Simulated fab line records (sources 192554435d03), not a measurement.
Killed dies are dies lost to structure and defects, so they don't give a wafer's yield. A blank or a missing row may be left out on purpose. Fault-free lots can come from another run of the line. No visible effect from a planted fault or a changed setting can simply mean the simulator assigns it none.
A struck lot beside a sound one / flow n5_finfet / 16 steps out of a route of 1938
Sound: these wafers, L822.1, L822.5, L822.6. Struck: wafer L830.5; the same lot's L830.1 was not struck, so it is left out; see the end for the cause.
Per side, at each step with rows, come the tool, then ch with its chambers, and then its first start. Under that, the readings that differ: sound wafers / struck wafers / difference of the means / sigmas: that difference in standard deviations of wafers without a fault.
alike: a reading whose means differ by less than 2 such deviations, as well as words and numbers matching on both sides. not compared: withheld readings; readings where some wafer has no value; bounds like >300 that might hide an equal value; numbers whose values overlap and for which the record gives no deviation.
The two part at a step that has a row with sigmas, a row that says differs or no value, or rows on one side only. Numbers that don't overlap but have no deviation are shown without sigmas and don't part them. Lack of a reading on every wafer of one side parts them only where that side has two or more wafers.

N5_MOL_CONTACT_COAG_DESCUM_88: chemistry O2, time 7 s.
  sound on rie_diel-04 ch 1,3, day 6 12:04; struck on rie_diel-03 ch 1, day 8 14:23
  alike: bias_power_w, drypump_motor_current_A, oes_product_au, rf_vpp_V, showerhead_plenum_p_Torr, throttle_valve_pct
  not compared: rf_hours_counter_h
then, 3 steps without rows for these wafers: N5_MOL_CONTACT_COAG_ETCH_89 (etches underlayer in N2/H2, target depth 13 nm, time 10.4 s); N5_MOL_CONTACT_COAG_ETCH_90 (etches SiARC in CF4, target depth 13 nm, time 21.7 s); N5_MOL_CONTACT_COAG_ALD_131 (deposits SiO2, target thk 5 nm, pulse time 1 s, co reactant pulse time 1 s).
N5_MOL_CONTACT_COAG_ETCHBACK_132: etches SiO2 in CHF3, target depth 10 nm, time 6.7 s.
  sound on rie_diel-03 ch 0,1, day 6 12:24; struck on rie_diel-04 ch 1, day 8 14:42
reading=drypump_motor_current_A (A); sound=6.0 6.0 5.5; struck=4.9; difference=-0.9; sigmas=-2
  alike: oes_product_au, rf_vpp_V, showerhead_plenum_p_Torr, throttle_valve_pct
  not compared: rf_hours_counter_h
N5_MOL_CONTACT_COAG_ETCH_91: etches SOC in N2/H2, target depth 60 nm, overetch 21 nm, time 101.2 s.
  sound on rie_diel-03 ch 0,1, day 6 12:26; struck on rie_diel-04 ch 1, day 8 14:44
reading=drypump_motor_current_A (A); sound=6.1 6.0 5.5; struck=4.9; difference=-1.0; sigmas=-2
  alike: oes_product_au, rf_vpp_V, showerhead_plenum_p_Torr, throttle_valve_pct
  not compared: rf_hours_counter_h
then, 4 steps without rows for these wafers: N5_MOL_CONTACT_COAG_STRIP_92 (strips in N2/H2); N5_MOL_CONTACT_COAG_STRIP_93 (strips in N2/H2); N5_MOL_CONTACT_COAG_ETCHBACK_135 (etches SiO2 in CHF3, target depth 25 nm, time 16.7 s); N5_MOL_CONTACT_COAG_STRIP_118 (strips in CHF3).
N5_MOL_CONTACT_COAG_VIA_ETCH_46: etches SiO2 in C4F6/O2, target depth 46 nm, overetch 9.2 nm, time 40 s.
  sound on rie_diel-03 ch 0,1, day 6 12:33; struck on rie_diel-04 ch 1, day 8 14:51
reading=drypump_motor_current_A (A); sound=6.0 6.0 5.5; struck=4.9; difference=-0.9; sigmas=-2
  alike: oes_product_au, rf_vpp_V, showerhead_plenum_p_Torr, throttle_valve_pct
  not compared: rf_hours_counter_h
then, 1 step without rows for these wafers: N5_MOL_CONTACT_COAG_STRIP_96 (strips in N2/H2).
N5_MOL_CONTACT_COAG_ETCH_47: etches SiNx in CH3F/O2, stops on W, target depth 27 nm.
  sound on rie_diel-03 ch 0,1, day 6 12:40; struck on rie_diel-04 ch 1, day 8 14:58
reading=etch_rf_on_time_s (s); sound=30.1 30.3 29.6; struck=36.4; difference=+6.4; sigmas=+6
reading=over_etch_frac; sound=0.2 0.2 0.2; struck=0.31618; difference=+0.11618; sigmas=
reading=model.etch.over_etch_s (s); sound=5.02 5.053 4.925; struck=8.748; difference=+3.749; sigmas=
reading=model.MOL_CONTACT_COAG.feature_depth_nm (nm); sound=18.4 18.6 18.4; struck=18.8; difference=+0.3; sigmas=
  alike: drypump_motor_current_A, oes_product_au, rf_vpp_V, showerhead_plenum_p_Torr, throttle_valve_pct
  not compared: rf_hours_counter_h
N5_MOL_CONTACT_COAG_STRIP_119: strips in N2/H2, time 30 s.
  sound on plasma_asher-02 ch 0,1, day 6 12:44; struck on plasma_asher-01 ch 0, day 8 15:02
reading=heater_power_w (W); sound=417 397 329; struck=254; difference=-127; sigmas=-2
  alike: drypump_motor_current_A
  not compared: rf_hours_counter_h
-- a jump in the record: the struck wafers' starts before and after are 3 days apart (it breaks off in module MOL_CONTACT_COAG and resumes in module BEOL_M4, where the first step shown is number 1111 of the route) --
N5_BEOL_M4_RC_MEAS_101:
  sound on prober-02 ch 0, day 9 16:08; struck on prober-01 ch 0, day 11 16:23
  alike: DIBL_N, DIBL_P, IOFF_N, IOFF_P, ION_N, ION_P, SS_N, SS_P, VT_N, VT_P
following that, these wafers have no rows for 1 step: N5_PASSIVATION_PROBE_49.

WHERE THEY PART
First at N5_MOL_CONTACT_COAG_ETCHBACK_132; last, within this record, at N5_MOL_CONTACT_COAG_STRIP_119. Later steps at which nothing parts them and some readings are alike: N5_BEOL_M4_RC_MEAS_101.

WHY: what had been put in by the simulator
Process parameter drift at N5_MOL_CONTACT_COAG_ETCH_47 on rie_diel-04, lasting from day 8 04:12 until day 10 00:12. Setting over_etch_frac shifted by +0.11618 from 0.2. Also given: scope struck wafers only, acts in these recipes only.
